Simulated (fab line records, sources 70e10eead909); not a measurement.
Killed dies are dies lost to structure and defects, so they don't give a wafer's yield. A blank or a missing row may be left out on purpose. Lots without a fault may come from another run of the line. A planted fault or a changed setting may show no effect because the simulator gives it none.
fab line records | flow nand_harc
record lots=13 wafers=39 last_day=34
route steps=1302 shown A_BONDPAD@1219 END@1302
lots that met no fault: from a run of the same line without faults
start_h: hours from the record's first day to the start of the lot's first wafer shown | wait_h: hours since the lot's step before | " the same as in the row above | L1.1+2: a row that stands for several wafers | - no value, or no start given | * or withheld: withheld | < > ~ a bound
route shown NAME@n: a module of which the file shows steps, and the number in the route of the first | usual: mean/standard deviation of fault-free wafers | same: alike in all rows | chamber/n: place in a boat | sites: the reading at each site | _std_site: their standard deviation | _edge_site: outer sites' mean less inner sites' | radius_mm: how far each site lies from the wafer's centre | mask NAME#n: copy n | behind: the tool/chamber that last shaped the wafer | hold: why the lot was held/for how many hours/how that ended | device: the transistor (n, p or np) that didn't switch | end of line: the same wafers' tests at the end of the route | a step without rows: its recipe alone | killed: dies lost to structure and defects at the first sort, not the wafer's yield | map: a wafer's dies, x killed, . not, _ none there
set.NAME: the setting as run; set.NAME@STEP: as run at that earlier step | model.NAME: the simulator's own value behind a step, which no gauge read
steps of the route over a sample of lots; a table a step, a row a wafer
services: from which hour (start_h, from the record's first day; less than 0 if before it) a tool's chamber was out of use, for how many hours, and why
## steps
# step NHARC_A_BONDPAD_ETCH_34
# recipe target_depth_a=600 overetch_a=180 time_s=65.91 ion_energy_ev=200 n2_flow_sccm=150 h2_flow_sccm=150 ar_flow_sccm=0 rf_w=400 bias_w=150 chemistry=N2/H2
# usual drypump_motor_current_A=5.9/0.36 oes_product_au=0.998/0.0069 rf_vpp_V=431.7/2.6 showerhead_plenum_p_Torr=2.08/0.093 throttle_valve_pct=14.171/0.01
# columns lot.wafer tool chamber start_h wait_h drypump_motor_current_A oes_product_au rf_hours_counter_h rf_vpp_V showerhead_plenum_p_Torr throttle_valve_pct
L421.2 rie_diel-03 2 529.98 0.1 5.9 1.006 9 428.9 1.98 14.170
L421.3 " 3 " " 6.5 0.998 8 433.6 2.11 14.177
L421.5 " 3 " " 6.5 0.994 - 433.1 2.11 14.187
L422.2 rie_diel-12 1 551.71 0.1 5.7 0.991 2 428.5 1.98 14.180
L422.1 " 3 " " 5.4 0.995 2 434.4 2.19 14.167
L422.4 " 1 " " 5.7 0.991 - 428.3 1.98 14.169
L423.4 rie_diel-12 3 561.64 0.1 5.4 0.998 2 435.8 2.19 14.183
L423.5 " 2 " " 6.3 0.999 - 428.4 2.00 14.164
L423.6 " 3 " " 5.4 1.003 - 433.8 2.19 14.180
L425.1 rie_diel-12 2 566.02 0.1 6.3 0.993 1 428.8 2.00 14.187
L425.3 " 0 " " 6.1 0.991 2 433.8 2.16 14.196
L425.5 " 2 " " 6.3 0.999 - 430.0 2.00 14.158
L426.1 rie_diel-12 1 568.48 0.1 5.8 0.999 2 428.9 1.98 14.169
L426.3 " 2 " " 6.3 0.993 1 431.0 2.00 14.168
L426.5 " 1 " " 5.8 1.002 - 428.4 1.97 14.168
L436.4 rie_diel-12 1 668.17 0.1 5.8 0.985 2 426.5 1.97 14.155
L436.1 " 2 " " 6.3 0.988 2 429.4 2.00 14.178
L436.3 " 3 " " 5.4 0.998 2 434.2 2.19 14.150
L435.4 rie_diel-12 2 669.76 0.1 6.3 0.998 2 430.0 2.00 14.168
L435.2 " 3 " " 5.4 1.001 2 433.8 2.19 14.178
L435.6 " 1 " " 5.8 1.001 - 429.0 1.97 14.159
L438.4 rie_diel-03 1 684.34 0.1 6.1 1.005 4 432.5 2.12 14.175
L438.2 " 2 " " 5.9 1.006 6 428.3 1.98 14.159
L438.3 " 3 " " 6.5 1.010 6 432.3 2.10 14.157
L442.2 rie_diel-12 2 718.53 0.1 6.3 0.997 2 431.3 2.00 14.173
L442.3 " 3 " " 5.4 0.996 2 434.2 2.19 14.179
L442.1 " 1 " " 5.7 0.992 2 429.3 1.97 14.172
L440.3 rie_diel-12 2 721.80 0.1 6.3 0.985 3 429.2 2.00 14.181
L440.1 " 1 " " 5.7 0.989 3 429.1 1.97 14.187
L440.5 " 3 " " 5.4 1.004 - 435.2 2.19 14.161
L441.2 rie_diel-03 3 735.06 0.1 6.5 0.995 13 432.2 2.10 14.163
L441.5 " 2 " " 5.9 1.007 - 428.2 1.97 14.189
L441.6 " 3 " " 6.5 1.004 - 432.4 2.10 14.170
L443.2 rie_diel-11 2 770.81 0.1 5.8 1.001 49 436.4 2.18 14.156
L443.6 " 2 " " 5.8 1.012 - 434.0 2.18 14.155
L443.5 " 3 " " 5.7 0.996 - 431.9 2.08 14.169
L444.2 rie_diel-12 3 774.02 0.1 5.4 1.009 4 435.1 2.19 14.161
L444.3 " 1 " " 5.8 0.987 4 429.8 1.97 14.165
L444.6 " 3 " " 5.4 1.002 - 435.1 2.19 14.171
# step NHARC_A_BONDPAD_STRIP_16
# recipe time_s=600 temp_c=30 chemistry=post_etch_residue_remover
# usual bath_heat_duty_pct=13.5/2.2 run_length_s=603.4/1.1 temp_c=29.99/0.11
# columns lot.wafer tool chamber start_h wait_h bath_heat_duty_pct run_length_s temp_c
L421.2 wet_bench-08 0 530.57 - 14.4 603.0 30.18
L421.3 " 2 " " 11.1 603.8 29.89
L421.5 " 4 " " 11.2 604.5 29.91
L422.1 wet_bench-08 4 552.33 - 11.4 603.9 29.90
L422.2 " 6 " " 10.6 603.0 30.01
L422.4 " 7 " " 13.2 603.7 30.22
L423.4 wet_bench-08 0 562.22 - 15.5 603.9 30.06
L423.6 " 2 " " 11.8 604.0 29.89
L423.5 " 3 " " 16.5 601.9 30.10
L425.3 wet_bench-08 7 566.61 - 14.4 602.8 29.85
L425.5 " 1 " " 11.9 604.9 29.80
L425.1 " 2 " " 9.9 605.2 30.04
L426.5 wet_bench-08 6 569.05 - 10.4 603.6 30.06
L426.1 " 0 " " 14.4 602.8 30.10
L426.3 " 1 " " 13.4 604.8 29.94
L436.4 wet_bench-08 2 668.76 - - - -
L436.3 " 3 " " - - -
L436.1 " 5 " " - - -
L435.2 wet_bench-08 4 670.34 - - - -
L435.6 " 7 " " - - -
L435.4 " 0 " " - - -
L438.4 wet_bench-08 1 684.94 - 13.1 605.3 30.02
L438.2 " 2 " " 12.5 605.4 29.90
L438.3 " 5 " " 14.0 602.8 30.24
L442.2 wet_bench-08 4 719.14 - 11.7 604.3 30.05
L442.3 " 5 " " 14.4 603.1 29.92
L442.1 " 6 " " 9.5 602.3 29.79
L440.3 wet_bench-08 3 722.40 - 18.5 602.6 30.13
L440.5 " 4 " " 11.1 603.7 30.18
L440.1 " 5 " " 14.3 603.5 29.99
L441.5 wet_bench-08 6 735.68 - 12.1 602.8 30.00
L441.6 " 7 " " 14.4 604.1 29.98
L441.2 " 0 " " 15.7 602.8 30.12
L443.5 wet_bench-08 3 771.44 - 17.4 602.6 30.15
L443.6 " 4 " " 12.2 603.7 30.02
L443.2 " 5 " " 14.3 603.1 30.09
L444.3 wet_bench-08 0 774.61 - 15.0 603.5 29.94
L444.6 " 1 " " 13.8 605.5 29.95
L444.2 " 2 " " 11.0 604.0 29.95
# step NHARC_A_BONDPAD_DEGAS_25
# recipe temp_c=300 time_s=60
# usual heater_power_w=447/39
# columns lot.wafer tool chamber start_h wait_h heater_power_w
L421.2 pvd_sputter-02 - 530.85 - 450
L421.3 " - " " 435
L421.5 " - " " 380
L422.4 pvd_sputter-02 - 552.60 - 446
L422.1 " - " " 446
L422.2 " - " " 455
L423.4 pvd_sputter-02 - 562.48 - 429
L423.6 " - " " 429
L423.5 " - " " 452
L425.1 pvd_sputter-02 - 566.89 - 384
L425.3 " - " " 441
L425.5 " - " " 455
L426.3 pvd_sputter-03 - 569.32 - 450
L426.1 " - " " 442
L426.5 " - " " 439
L436.4 pvd_sputter-01 - 669.01 0.2 466
L436.3 " - " " 525
L436.1 " - " " 450
L435.2 pvd_sputter-03 - 670.60 0.3 471
L435.4 " - " " 436
L435.6 " - " " 460
L438.2 pvd_sputter-01 - 685.20 - 461
L438.3 " - " " 463
L438.4 " - " " 427
L442.1 pvd_sputter-01 - 719.39 - 463
L442.2 " - " " 448
L442.3 " - " " 428
L440.1 pvd_sputter-03 - 722.67 - 413
L440.3 " - " " 472
L440.5 " - " " 402
L441.2 pvd_sputter-02 - 735.95 - 431
L441.5 " - " " 379
L441.6 " - " " 447
L443.2 pvd_sputter-03 - 771.72 - 491
L443.5 " - " " 455
L443.6 " - " " 418
L444.3 pvd_sputter-02 - 774.87 - 496
L444.2 " - " " 450
L444.6 " - " " 478
# step NHARC_A_BONDPAD_PVD_27
# recipe target_thk_a=300 chamber_pressure_pa=5 power_w=5000 substrate_temp_c=30 time_s=20.49 material=Cu
# usual throttle_valve_pct=29.9/0.92
# columns lot.wafer tool chamber start_h wait_h throttle_valve_pct
L421.3 pvd_sputter-02 - - - 30.5
L421.2 " - " " 29.7
L421.5 " - " " 30.1
L422.4 pvd_sputter-02 - - - 30.0
L422.1 " - " " 31.2
L422.2 " - " " 30.4
L423.4 pvd_sputter-02 - - - 28.6
L423.5 " - " " 28.6
L423.6 " - " " 31.2
L425.3 pvd_sputter-02 - - - 29.9
L425.1 " - " " 28.3
L425.5 " - " " 31.4
L426.3 pvd_sputter-03 - - - 30.4
L426.1 " - " " 28.6
L426.5 " - " " 30.2
L436.4 pvd_sputter-01 - - - 31.0
L436.3 " - " " 29.3
L436.1 " - " " 30.3
L435.4 pvd_sputter-03 - - - 28.5
L435.2 " - " " 30.2
L435.6 " - " " 30.0
L438.3 pvd_sputter-01 - - - 29.1
L438.2 " - " " 30.0
L438.4 " - " " 31.1
L442.1 pvd_sputter-01 - - - 30.8
L442.2 " - " " 29.2
L442.3 " - " " 30.4
L440.3 pvd_sputter-03 - - - 28.6
L440.1 " - " " 27.1
L440.5 " - " " 28.5
L441.2 pvd_sputter-02 - - - 29.9
L441.6 " - " " 29.0
L441.5 " - " " 30.1
L443.2 pvd_sputter-03 - - - 29.9
L443.5 " - " " 29.4
L443.6 " - " " 29.9
L444.3 pvd_sputter-02 - - - 29.8
L444.2 " - " " 28.7
L444.6 " - " " 29.6
# step NHARC_END_SORT_01
# recipe temp_c=25
# usual defect_limited_yield=90.1/2.4 killed_at_array=62/16 killed_at_other=0.8/1.1 killed_at_periphery=4/3.2 killed_dies=67/16 killed_open=3.5/1.9 killed_short=2.1/1.5
# same gross_dies=677
# columns lot.wafer tool chamber start_h wait_h defect_limited_yield[%] killed_at_array killed_at_other killed_at_periphery killed_dies killed_open killed_short
L423.4 prober-02 0 596.47 3.4 96.6 17 2 4 23 3 4
L423.5 prober-02 0 597.27 3.7 94.7 26 5 5 36 3 0
L423.6 prober-02 0 598.06 4.0 95.7 24 3 2 29 3 3
L438.2 prober-02 0 717.76 2.8 87.7 80 1 2 83 5 1
L438.3 prober-02 0 718.57 3.1 87.6 81 0 3 84 3 3
L438.4 prober-02 0 719.38 3.4 87.3 83 0 3 86 6 2
L440.1 prober-01 0 748.40 2.5 86.9 89 0 0 89 5 1
L440.3 prober-01 0 750.00 3.1 87.6 81 0 3 84 0 3
L440.5 prober-01 0 751.61 3.7 89.2 73 0 0 73 3 3
L443.2 prober-02 0 801.16 2.8 89.5 66 3 2 71 3 2
L443.5 prober-02 0 803.58 3.7 91.0 57 0 4 61 2 3
L443.6 prober-02 0 804.38 4.0 91.4 57 1 0 58 0 2
L444.2 prober-01 0 806.57 2.8 91.4 58 0 0 58 2 2
L444.3 prober-01 0 807.38 3.1 90.1 63 0 4 67 2 4
L444.6 prober-01 0 809.78 4.0 92.6 45 2 3 50 6 1
# killed by level:class
L423.4 A_CHANNEL_HOLE_D2:chamber_film_flake=8 P_GATE:chamber_film_flake=3 A_M1:chamber_film_flake=2 THIN_TSV:chamber_film_flake=2 P_CONTACT:geometric_particle:open=1 A_ONON_D1:geometric_particle:open=1 A_ONON_D1:geometric_particle:short=1 A_CHANNEL_FILL_D1:geometric_particle:short=1
L423.5 A_CHANNEL_HOLE_D2:chamber_film_flake=8 A_CONTACT:chamber_film_flake=6 THIN_TSV:chamber_film_flake=5 A_M1:chamber_film_flake=4 P_GATE:chamber_film_flake=3 A_CHANNEL_HOLE_D1:chamber_film_flake=3 A_ONON_D1:geometric_particle:open=1 A_CHANNEL_FILL_D2:geometric_particle:open=1
L423.6 A_M1:chamber_film_flake=7 A_CHANNEL_HOLE_D2:chamber_film_flake=5 A_CONTACT:chamber_film_flake=3 THIN_TSV:chamber_film_flake=3 A_SOURCE_PLATE:geometric_particle:open=1 A_ONON_D2:geometric_particle:short=1 A_CHANNEL_FILL_D2:geometric_particle:short=1 A_CONTACT:geometric_particle:open=1
L438.2 A_SLIT:chamber_film_flake=32 A_CHANNEL_HOLE_D2:chamber_film_flake=19 A_CHANNEL_HOLE_D1:chamber_film_flake=18 A_CONTACT:chamber_film_flake=4 A_ONON_D2:geometric_particle:open=2 P_M2:geometric_particle:open=1 A_ONON_D1:geometric_particle:short=1 A_CHANNEL_FILL_D1:geometric_particle:open=1
L438.3 A_SLIT:chamber_film_flake=36 A_CHANNEL_HOLE_D2:chamber_film_flake=25 A_CHANNEL_HOLE_D1:chamber_film_flake=8 A_WL_FILL:chamber_film_flake=4 P_STI:chamber_film_flake=2 A_CONTACT:chamber_film_flake=2 P_M0:geometric_particle:short=1 A_ONON_D1:geometric_particle:open=1
L438.4 A_SLIT:chamber_film_flake=34 A_CHANNEL_HOLE_D2:chamber_film_flake=21 A_CHANNEL_HOLE_D1:chamber_film_flake=8 A_CONTACT:chamber_film_flake=5 A_WL_FILL:chamber_film_flake=3 A_CHANNEL_FILL_D1:geometric_particle:open=2 A_DECK1_JOINT:chamber_film_flake=2 A_STAIRCASE:chamber_film_flake=2
L440.1 A_CHANNEL_HOLE_D1:chamber_film_flake=41 A_SLIT:chamber_film_flake=33 A_CONTACT:chamber_film_flake=5 A_CHANNEL_FILL_D2:geometric_particle:open=2 A_WL_FILL:geometric_particle:open=2 A_CHANNEL_FILL_D1:geometric_particle:short=1 A_ONON_D2:geometric_particle:open=1 A_ZERO_WELL:chamber_film_flake=1
L440.3 A_CHANNEL_HOLE_D1:chamber_film_flake=39 A_SLIT:chamber_film_flake=32 A_STAIRCASE:chamber_film_flake=5 A_CONTACT:chamber_film_flake=2 A_SOURCE_PLATE:geometric_particle:short=1 A_CHANNEL_HOLE_D1:geometric_particle:short=1 A_DECK1_JOINT:geometric_particle:short=1 P_ZERO_WELL:chamber_film_flake=1
L440.5 A_CHANNEL_HOLE_D1:chamber_film_flake=34 A_SLIT:chamber_film_flake=27 A_CONTACT:chamber_film_flake=3 A_M0:geometric_particle:short=2 A_ONON_D1:geometric_particle:open=1 A_CHANNEL_FILL_D1:geometric_particle:open=1 A_ONON_D2:geometric_particle:short=1 A_WL_FILL:geometric_particle:open=1
L443.2 A_CHANNEL_HOLE_D2:chamber_film_flake=37 A_SLIT:chamber_film_flake=10 A_STAIRCASE:chamber_film_flake=7 A_CONTACT:chamber_film_flake=4 A_CHANNEL_HOLE_D1:chamber_film_flake=2 A_DECK1_JOINT:chamber_film_flake=2 THIN_TSV:chamber_film_flake=2 P_GATE:geometric_particle:open=1
L443.5 A_CHANNEL_HOLE_D2:chamber_film_flake=35 A_STAIRCASE:chamber_film_flake=7 A_SLIT:chamber_film_flake=6 A_CONTACT:chamber_film_flake=2 P_M0:geometric_particle:open=1 A_ONON_D1:geometric_particle:short=1 A_DECK1_JOINT:geometric_particle:short=1 A_ONON_D2:geometric_particle:short=1
L443.6 A_CHANNEL_HOLE_D2:chamber_film_flake=32 A_SLIT:chamber_film_flake=12 A_CONTACT:chamber_film_flake=9 A_ONON_D1:geometric_particle:short=1 A_CONTACT:geometric_particle:short=1 A_STAIRCASE:chamber_film_flake=1 A_BONDPAD:chamber_film_flake=1 THIN_TSV:chamber_film_flake=1
L444.2 A_SLIT:chamber_film_flake=29 A_CHANNEL_HOLE_D1:chamber_film_flake=10 A_WL_FILL:chamber_film_flake=5 A_CONTACT:chamber_film_flake=4 A_M0:geometric_particle:open=2 A_CHANNEL_HOLE_D2:chamber_film_flake=2 A_CHANNEL_HOLE_D1:geometric_particle:short=1 A_CHANNEL_FILL_D1:geometric_particle:short=1
L444.3 A_SLIT:chamber_film_flake=32 A_CHANNEL_HOLE_D1:chamber_film_flake=17 A_STAIRCASE:chamber_film_flake=3 P_GATE:chamber_film_flake=2 A_WL_FILL:chamber_film_flake=2 A_CONTACT:chamber_film_flake=2 A_CHANNEL_FILL_D1:geometric_particle:short=1 A_DECK1_JOINT:geometric_particle:open=1
L444.6 A_SLIT:chamber_film_flake=23 A_CHANNEL_HOLE_D1:chamber_film_flake=12 A_M0:geometric_particle:open=2 THIN_TSV:chamber_film_flake=2 A_WL_FILL:chamber_film_flake=2 P_CONTACT:geometric_particle:short=1 A_SOURCE_PLATE:geometric_particle:open=1 A_CHANNEL_FILL_D1:geometric_particle:open=1
## services
# columns tool chamber start_h hours kind
pvd_sputter-02 - 511.96 7.2 repair
pvd_sputter-03 - 519.51 6.2 repair
pvd_sputter-03 - 527.19 10.0 pm
rie_diel-12 1 538.50 3.1 repair
pvd_sputter-01 - 544.48 23.1 repair
rie_diel-12 2 547.00 10.7 repair
rie_diel-12 1 575.73 5.0 repair
pvd_sputter-01 - 590.55 10.0 pm
pvd_sputter-01 - 612.23 2.2 repair
pvd_sputter-03 - 621.66 4.8 repair
rie_diel-12 - 622.40 9.0 pm
pvd_sputter-02 - 636.87 4.8 repair
pvd_sputter-03 - 640.45 0.6 repair
pvd_sputter-02 - 641.68 10.0 pm
wet_bench-08 - 646.40 8.0 pm
pvd_sputter-03 - 660.06 1.9 repair
pvd_sputter-02 - 677.98 1.5 repair
pvd_sputter-03 - 705.19 10.0 pm
pvd_sputter-01 - 706.23 2.1 repair
pvd_sputter-01 - 710.03 4.0 repair
rie_diel-12 2 749.35 18.5 repair
pvd_sputter-03 - 752.05 0.5 repair
pvd_sputter-03 - 753.27 1.1 repair
pvd_sputter-01 - 768.55 10.0 pm
## key
first_sign step=NHARC_A_BONDPAD_STRIP_16 reading=tool_record direction=missing
effect none on later readings
met_at NHARC_A_BONDPAD_STRIP_16
struck_lots L435,L436
not_acting_at NHARC_A_BONDPAD_ETCH_34,NHARC_A_BONDPAD_DEGAS_25,NHARC_A_BONDPAD_PVD_27
onset_between 569.05 668.76
fault kind=skipped_step_whole tool=wet_bench-08 chamber=- onset_h=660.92 steps=NHARC_A_BONDPAD_STRIP_16 scope=struck_lots_only
